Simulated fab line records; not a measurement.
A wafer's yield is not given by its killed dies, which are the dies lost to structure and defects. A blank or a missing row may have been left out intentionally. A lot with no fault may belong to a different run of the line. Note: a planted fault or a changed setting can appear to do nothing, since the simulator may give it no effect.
Matching of chambers / flow nand-harc / pecvd-04 running NHARC_A_CONTACT_DEP_24: 3 sister chambers
The step deposits SiO2, target thk 500 nm. 14 wafers are shown with their chamber, then 6 later ones without.

## WAFERS, EACH WITH ITS CHAMBER
wafer=L679.1; chamber=1; throttle-valve-pct (%)=16.8; heater-power-w (W)=605; chamber-pressure-Torr (Torr)=6.501
wafer=L679.2; chamber=2; throttle-valve-pct (%)=15.9; heater-power-w (W)=561; chamber-pressure-Torr (Torr)=6.482
wafer=L679.3; chamber=0; throttle-valve-pct (%)=15.1; heater-power-w (W)=572; chamber-pressure-Torr (Torr)=6.509
wafer=L678.1; chamber=1; throttle-valve-pct (%)=16.7; heater-power-w (W)=561; chamber-pressure-Torr (Torr)=6.496
wafer=L678.3; chamber=0; throttle-valve-pct (%)=15.4; heater-power-w (W)=542; chamber-pressure-Torr (Torr)=6.517
wafer=L678.4; chamber=2; throttle-valve-pct (%)=16.3; heater-power-w (W)=605; chamber-pressure-Torr (Torr)=6.488
wafer=L681.2; chamber=1; throttle-valve-pct (%)=16.7; heater-power-w (W)=620; chamber-pressure-Torr (Torr)=6.496
wafer=L681.3; chamber=2; throttle-valve-pct (%)=16.1; heater-power-w (W)=599; chamber-pressure-Torr (Torr)=6.483
wafer=L681.5; chamber=2; throttle-valve-pct (%)=16.0; heater-power-w (W)=621; chamber-pressure-Torr (Torr)=6.491
wafer=L683.2; chamber=1; throttle-valve-pct (%)=17.1; heater-power-w (W)=611; chamber-pressure-Torr (Torr)=6.486
wafer=L683.5; chamber=0; throttle-valve-pct (%)=15.5; heater-power-w (W)=480; chamber-pressure-Torr (Torr)=6.487
wafer=L685.1; chamber=0; throttle-valve-pct (%)=15.2; heater-power-w (W)=485; chamber-pressure-Torr (Torr)=6.511
wafer=L685.2; chamber=2; throttle-valve-pct (%)=16.2; heater-power-w (W)=494; chamber-pressure-Torr (Torr)=6.508
wafer=L685.5; chamber=1; throttle-valve-pct (%)=17.0; heater-power-w (W)=584; chamber-pressure-Torr (Torr)=6.509

SIGNATURES, as means of the wafers listed above
reading=throttle-valve-pct; chamber 0=15.300; chamber 1=16.860; chamber 2=16.100; scatter within a chamber=0.174
reading=heater-power-w; chamber 0=519.75; chamber 1=596.20; chamber 2=576.00; scatter within a chamber=41.1
reading=chamber-pressure-Torr; chamber 0=6.50600; chamber 1=6.49760; chamber 2=6.49040; scatter within a chamber=0.0106
Rule: for a wafer and a chamber, the distance is found by dividing, reading by reading, the gap between the wafer's reading and the chamber's mean by the reading's scatter, squaring, summing and taking the root. If the next closest chamber is less than 2 further off than the closest, the wafer can't be placed; otherwise it belongs to the closest. The scatter: the root of (the sum of the squares of (reading less its chamber's mean) over the shown wafers, divided by (wafers less chambers)).

## WAFERS MISSING THEIR CHAMBER
wafer=L701.3; throttle-valve-pct (%)=15.3; heater-power-w (W)=481; chamber-pressure-Torr (Torr)=6.500
wafer=L701.4; throttle-valve-pct (%)=16.7; heater-power-w (W)=543; chamber-pressure-Torr (Torr)=6.472
wafer=L701.6; throttle-valve-pct (%)=15.6; heater-power-w (W)=558; chamber-pressure-Torr (Torr)=6.497
wafer=L700.1; throttle-valve-pct (%)=16.7; heater-power-w (W)=551; chamber-pressure-Torr (Torr)=6.511
wafer=L700.5; throttle-valve-pct (%)=15.2; heater-power-w (W)=443; chamber-pressure-Torr (Torr)=6.508
wafer=L700.6; throttle-valve-pct (%)=16.8; heater-power-w (W)=583; chamber-pressure-Torr (Torr)=6.499

## CHAMBER TAKEN BY EACH
wafer=L701.3; from the rows above=0; in truth=0
wafer=L701.4; from the rows above=can't be placed: 1 or 2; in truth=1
wafer=L701.6; from the rows above=can't be placed: 0 or 2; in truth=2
wafer=L700.1; from the rows above=1; in truth=1
wafer=L700.5; from the rows above=0; in truth=0
wafer=L700.6; from the rows above=1; in truth=1
Correctly placed: 4 of 6. From these rows, 2 cannot be placed; in 2 the true chamber is one of the candidates. Placed wrongly: 0.
